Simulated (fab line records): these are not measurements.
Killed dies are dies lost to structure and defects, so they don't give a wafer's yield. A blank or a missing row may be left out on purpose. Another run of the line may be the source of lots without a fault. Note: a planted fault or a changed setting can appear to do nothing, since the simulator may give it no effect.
Split-lot study :: flow n5Finfet :: 21 wafers read from 7 lots, route of 1938 steps

ON THE SPLIT
At N5_HKMG_FIN_ETCH_55 (etches SOC in N2/H2, target depth 240 nm, time 300 s), the setting timeS was moved away from the recipe's 300 s on 8 of the 21 wafers read, by -18.2% to +17.7%. This setting was run at the recipe's value on the other wafers.

Reading taken at the split's own step.

THE READING
SiARC_of_HKMG_FIN_COAT_42.thkNm (the simulator's own value, which no gauge read), in nm, at N5_HKMG_FIN_ETCH_55 (etches SOC in N2/H2, target depth 240 nm, time 300 s). There is no usual value for it anywhere in the file. Average 21.6 nm, standard deviation 0.4 nm, over the 13 wafers here run with the recipe.

wafer: L078.1
tool, chamber at the split: rieDiel-06, 1
timeS as run, s: 300
against the recipe: recipe
SiARC_of_HKMG_FIN_COAT_42.thkNm, nm: 21.6
against lot-mates on the recipe: -

wafer: L078.2
tool, chamber at the split: rieDiel-06, 2
timeS as run, s: 300
against the recipe: recipe
SiARC_of_HKMG_FIN_COAT_42.thkNm, nm: 22
against lot-mates on the recipe: -

wafer: L078.3
tool, chamber at the split: rieDiel-06, 3
timeS as run, s: 300
against the recipe: recipe
SiARC_of_HKMG_FIN_COAT_42.thkNm, nm: 21
against lot-mates on the recipe: -

wafer: L081.1
tool, chamber at the split: rieDiel-06, 0
timeS as run, s: 349.1
against the recipe: +16.4%
SiARC_of_HKMG_FIN_COAT_42.thkNm, nm: 19.8
against lot-mates on the recipe: -2.2

wafer: L081.4
tool, chamber at the split: rieDiel-06, 2
timeS as run, s: 300
against the recipe: recipe
SiARC_of_HKMG_FIN_COAT_42.thkNm, nm: 22
against lot-mates on the recipe: -

wafer: L081.5
tool, chamber at the split: rieDiel-06, 0
timeS as run, s: 349.1
against the recipe: +16.4%
SiARC_of_HKMG_FIN_COAT_42.thkNm, nm: 19.4
against lot-mates on the recipe: -2.6

wafer: L082.1
tool, chamber at the split: rieDiel-06, 1
timeS as run, s: 341.9
against the recipe: +14.0%
SiARC_of_HKMG_FIN_COAT_42.thkNm, nm: 19.8
against lot-mates on the recipe: -1.7

wafer: L082.2
tool, chamber at the split: rieDiel-06, 2
timeS as run, s: 300
against the recipe: recipe
SiARC_of_HKMG_FIN_COAT_42.thkNm, nm: 22
against lot-mates on the recipe: -

wafer: L082.3
tool, chamber at the split: rieDiel-06, 3
timeS as run, s: 300
against the recipe: recipe
SiARC_of_HKMG_FIN_COAT_42.thkNm, nm: 21
against lot-mates on the recipe: -

wafer: L083.3
tool, chamber at the split: rieDiel-03, 1
timeS as run, s: 300
against the recipe: recipe
SiARC_of_HKMG_FIN_COAT_42.thkNm, nm: 21.8
against lot-mates on the recipe: -

wafer: L083.4
tool, chamber at the split: rieDiel-03, 1
timeS as run, s: 334.6
against the recipe: +11.5%
SiARC_of_HKMG_FIN_COAT_42.thkNm, nm: 20.2
against lot-mates on the recipe: -1.1

wafer: L083.6
tool, chamber at the split: rieDiel-03, 0
timeS as run, s: 300
against the recipe: recipe
SiARC_of_HKMG_FIN_COAT_42.thkNm, nm: 20.8
against lot-mates on the recipe: -

wafer: L090.1
tool, chamber at the split: rieDiel-06, 1
timeS as run, s: 353.2
against the recipe: +17.7%
SiARC_of_HKMG_FIN_COAT_42.thkNm, nm: 19.2
against lot-mates on the recipe: -2.6

wafer: L090.3
tool, chamber at the split: rieDiel-06, 3
timeS as run, s: 353.2
against the recipe: +17.7%
SiARC_of_HKMG_FIN_COAT_42.thkNm, nm: 18.4
against lot-mates on the recipe: -3.4

wafer: L090.6
tool, chamber at the split: rieDiel-06, 1
timeS as run, s: 300
against the recipe: recipe
SiARC_of_HKMG_FIN_COAT_42.thkNm, nm: 21.8
against lot-mates on the recipe: -

wafer: L093.1
tool, chamber at the split: rieDiel-06, 1
timeS as run, s: 300
against the recipe: recipe
SiARC_of_HKMG_FIN_COAT_42.thkNm, nm: 21.4
against lot-mates on the recipe: -

wafer: L093.4
tool, chamber at the split: rieDiel-06, 0
timeS as run, s: 245.5
against the recipe: -18.2%
SiARC_of_HKMG_FIN_COAT_42.thkNm, nm: 24.2
against lot-mates on the recipe: +2.8

wafer: L093.6
tool, chamber at the split: rieDiel-06, 0
timeS as run, s: 245.5
against the recipe: -18.2%
SiARC_of_HKMG_FIN_COAT_42.thkNm, nm: 24.4
against lot-mates on the recipe: +3.0

wafer: L095.2
tool, chamber at the split: rieDiel-03, 3
timeS as run, s: 300
against the recipe: recipe
SiARC_of_HKMG_FIN_COAT_42.thkNm, nm: 21.4
against lot-mates on the recipe: -

wafer: L095.3
tool, chamber at the split: rieDiel-03, 1
timeS as run, s: 300
against the recipe: recipe
SiARC_of_HKMG_FIN_COAT_42.thkNm, nm: 21.8
against lot-mates on the recipe: -

wafer: L095.5
tool, chamber at the split: rieDiel-03, 1
timeS as run, s: 300
against the recipe: recipe
SiARC_of_HKMG_FIN_COAT_42.thkNm, nm: 21.8
against lot-mates on the recipe: -

FIT RESULTS
A straight line over all 21 wafers: SiARC_of_HKMG_FIN_COAT_42.thkNm changes by -0.142 nm for each +1% of timeS; r = -0.96; the points scatter about the line by 0.4 nm.
The same after taking each lot's own level away (the mean of its wafers on the recipe; 21 wafers): -0.153 nm for each +1%; r = -0.97; scatter 0.39 nm.
Per that fit: largest timeS move, reading shift of 2.8 nm.
Across the lots, their own levels run from 21.30 to 22.00 nm, a range of 1.8 times the standard deviation given above.
Consequently the slope shifts little with the lot-to-lot level, the two slopes agreeing.
Check: for one of the wafers moved furthest among these (-18.2%), held out of the fit, the line's prediction against its lot-mates is +2.84 nm. It came out at +2.8 nm against them.

THE OTHER SPLITS THESE WAFERS WENT THROUGH
Other splits were also applied to these wafers ahead of the reading. Each is held against what the fit with the lots' levels taken away leaves over:
other split on the same wafers: N5_HKMG_FIN_COAT_43 spinRpm
wafers away from the commonest value: 7
r with SiARC_of_HKMG_FIN_COAT_42.thkNm (lot level and that fit taken away): -0.03

THE WHOLE CHAIN: every reading that the file lists as answering this split, in the file's order
step: N5_HKMG_FIN_ETCH_55
what it does: etches SOC in N2/H2, target depth 240 nm, time 300 s
reading: HKMG_FIN.featureDepthNm (the simulator's own value, which no gauge read)
change (the file's fit): +2.47 nm for each +1% of the setting
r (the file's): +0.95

step: N5_HKMG_FIN_ETCH_55
what it does: etches SOC in N2/H2, target depth 240 nm, time 300 s
reading: etch.depthNm (the simulator's own value, which no gauge read)
change (the file's fit): +2.47 nm for each +1% of the setting
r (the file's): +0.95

step: N5_HKMG_FIN_ETCH_55
what it does: etches SOC in N2/H2, target depth 240 nm, time 300 s
reading: SiARC_of_HKMG_FIN_COAT_42.thkNm (the simulator's own value, which no gauge read)
change (the file's fit): -0.146 nm for each +1% of the setting
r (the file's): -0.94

THE FILE'S OWN FIT
SiARC_of_HKMG_FIN_COAT_42.thkNm changes by -0.146 nm for each +1% of timeS, r = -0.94.
